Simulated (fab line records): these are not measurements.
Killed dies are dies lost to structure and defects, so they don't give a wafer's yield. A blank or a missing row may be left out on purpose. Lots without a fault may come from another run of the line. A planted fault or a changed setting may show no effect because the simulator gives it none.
Chamber matching ; flow n5Finfet ; 4 sister chambers for N5_BEOL_M5_STRIP_64 on rieDiel-01
The step strips in CF4. 14 wafers are shown with their chamber, then 7 later ones without.

## WAFERS, EACH WITH ITS CHAMBER
wafer;chamber;showerheadPlenumPTorr (Torr);drypumpMotorCurrentA (A);throttleValvePct (%)
L075.3;1;1.72;5.91;13.79
L075.4;0;1.84;5.77;13.36
L075.6;0;1.84;5.76;13.35
L087.2;1;1.71;5.92;13.85
L087.3;2;1.85;6.35;13.69
L087.6;2;1.85;6.31;13.68
L090.3;2;1.85;6.36;13.67
L090.4;1;1.71;5.90;13.82
L090.6;2;1.85;6.30;13.69
L091.2;3;1.72;5.69;13.81
L091.4;0;1.83;5.77;13.44
L091.5;3;1.72;5.70;13.83
L094.2;2;1.85;6.36;13.70
L094.3;0;1.83;5.79;13.44

SIGNATURES (means of the wafers above)
reading;chamber 0;chamber 1;chamber 2;chamber 3;scatter within a chamber
showerheadPlenumPTorr;1.8350;1.7133;1.8500;1.7200;0.00408
drypumpMotorCurrentA;5.7725;5.9100;6.3360;5.6950;0.0201
throttleValvePct;13.3975;13.8200;13.6860;13.8200;0.0313
Rule: for a wafer and a chamber, the distance is found by dividing, reading by reading, the gap between the wafer's reading and the chamber's mean by the reading's scatter, squaring, summing and taking the root. If the next closest chamber is less than 2 further off than the closest, the wafer can't be placed; otherwise it belongs to the closest. The scatter: the root of (the sum of the squares of (reading less its chamber's mean) over the shown wafers, divided by (wafers less chambers)).

## WAFERS MISSING THEIR CHAMBER
wafer;showerheadPlenumPTorr (Torr);drypumpMotorCurrentA (A);throttleValvePct (%)
L094.6;1.71;5.92;13.86
L096.1;1.71;5.92;13.88
L096.2;1.72;5.70;13.83
L096.5;1.72;5.68;13.83
L097.1;1.72;5.69;13.84
L097.2;1.83;5.76;13.48
L097.4;1.84;6.32;13.71

## THE CHAMBER EACH PASSED THROUGH
wafer;from the rows above;in truth
L094.6;1;1
L096.1;1;1
L096.2;3;3
L096.5;3;3
L097.1;3;3
L097.2;0;0
L097.4;2;2
7 of 7 placed correctly. From these rows, 0 cannot be placed. Placed wrongly: 0.
